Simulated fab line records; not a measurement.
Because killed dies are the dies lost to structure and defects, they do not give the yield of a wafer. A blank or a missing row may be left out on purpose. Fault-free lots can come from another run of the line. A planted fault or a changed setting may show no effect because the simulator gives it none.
Comparing a struck lot with a sound one / flow n5 finfet / 16 steps out of a route of 1938
Sound: these wafers, L255.1, L255.2, L255.3. Struck: wafers L244.3, L244.4, L244.6. Last of all comes the cause.
Per side, at each step with rows, come the tool, then ch with its chambers, and then its first start. Under that, the readings that differ: sound wafers / struck wafers / difference of the means / sigmas: that difference in standard deviations of wafers without a fault.
alike: readings whose means differ by less than 2 such deviations, and words and numbers that are the same on both sides. not compared: withheld readings, readings that some wafer has no value for, bounds like >300 that may hide the same value, and numbers for which the record gives no deviation and whose values overlap.
The two part at a step that has a row with sigmas, a row that says differs or no value, or rows on one side only. Numbers that don't overlap but have no deviation are shown without sigmas and don't part them. A reading that every wafer of one side lacks parts them only if that side has two wafers or more.

N5_BEOL_M1_PRE_CLEAN_60: time 15 s.
  sound on cvd co-01 ch 0,1,2, day 11 12:07; struck on cvd co-02 ch 0,1, day 8 23:05
  alike: heater power w
then, 2 steps without rows for these wafers: N5_BEOL_M1_CO_CAP_55 (material Co, precursor CCTBA/H2, target thk 2 nm, time 102.1 s); N5_BEOL_M1_PRE_CLEAN_56 (time 15 s).
N5_BEOL_M1_DEP_57: deposits SiCN from 3MS/NH3, target thk 8 nm, time 14 s.
  sound on pecvd-03 ch 0,1,2, day 11 12:17; struck on pecvd-02 ch 0,1,2, day 8 23:15
  alike: showerhead plenum p Torr, throttle valve pct
N5_BEOL_M1_RS_MEAS_58: measurement is done with a four-point probe.
  sound on film metro-02 at day 11 12:21; struck on film metro-02 at day 8 23:20
  alike: M1_RS
N5_BEOL_M1_INSPECT_59: inspects for defects (darkfield).
  sound on defect inspect-01 at day 11 12:22; struck on defect inspect-01 at day 8 23:22
  alike: raw defect count
N5_BEOL_M2_ILD_DEP_00: deposits SiOC from DEMS/O2, target thk 79 nm, time 15.3 s.
  sound on pecvd-02 ch 0,1,2, day 11 12:25; struck on pecvd-01 ch 0,1, day 8 23:23
  alike: heater power w, showerhead plenum p Torr, throttle valve pct
N5_BEOL_M2_THK_MEAS_01:
  sound on film metro-01 at day 11 12:29; struck on film metro-02 at day 8 23:28
  alike: M2_ILD_THK
N5_BEOL_M2_PECVD_72: deposits SiO2 from TEOS/O2, target thk 16 nm, time 18 s.
  sound on pecvd-02 ch 0,1,2, day 11 12:31; struck on pecvd-01 ch 0,2, day 8 23:31
  alike: heater power w, showerhead plenum p Torr, throttle valve pct
N5_BEOL_M2_HM_DEP_02: deposits TiN, target thk 20 nm.
  sound on pvd sputter-03 at day 11 13:11; struck on pvd sputter-02 at day 8 23:59
  alike: throttle valve pct
then, 2 steps without rows for these wafers: N5_BEOL_M2_COAT_61 (time 60 s, resist thk 60 nm); N5_BEOL_M2_COAT_62 (time 60 s, resist thk 12 nm).
N5_BEOL_M2_COAT_73: time 60 s, resist thk 5 nm.
  sound on litho track-02 ch 0, day 11 13:19; struck on litho track-01 ch 0, day 9 00:07
reading=heater power total W (W); sound=389.5 393.4 391.9; struck=382.1 378.3 380.1; difference=-11.4; sigmas=-8
reading=plate temp C (C); sound=204.79 204.88 204.96; struck=200.08 199.87 200.13; difference=-4.85; sigmas=-29
then, 1 step without rows for these wafers: N5_BEOL_M2_COAT_05 (resist thk 30 nm).
N5_BEOL_M4_RC_MEAS_101:
  sound on prober-01 ch 0, day 13 00:59; struck on prober-01 ch 0, day 10 06:14
  alike: DIBL_N, DIBL_P, IOFF_N, IOFF_P, ION_N, ION_P, SS_N, SS_P, VT_N, VT_P
then, 1 step without rows for these wafers: N5_PASSIVATION_PROBE_49.

WHERE THEY PART
Within this record, at N5_BEOL_M2_COAT_73 only. Later steps at which nothing parts them and some readings are alike: N5_BEOL_M4_RC_MEAS_101.

WHY: what the simulator had put in
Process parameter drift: litho track-01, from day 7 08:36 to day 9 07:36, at N5_BEOL_M2_COAT_73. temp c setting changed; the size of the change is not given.
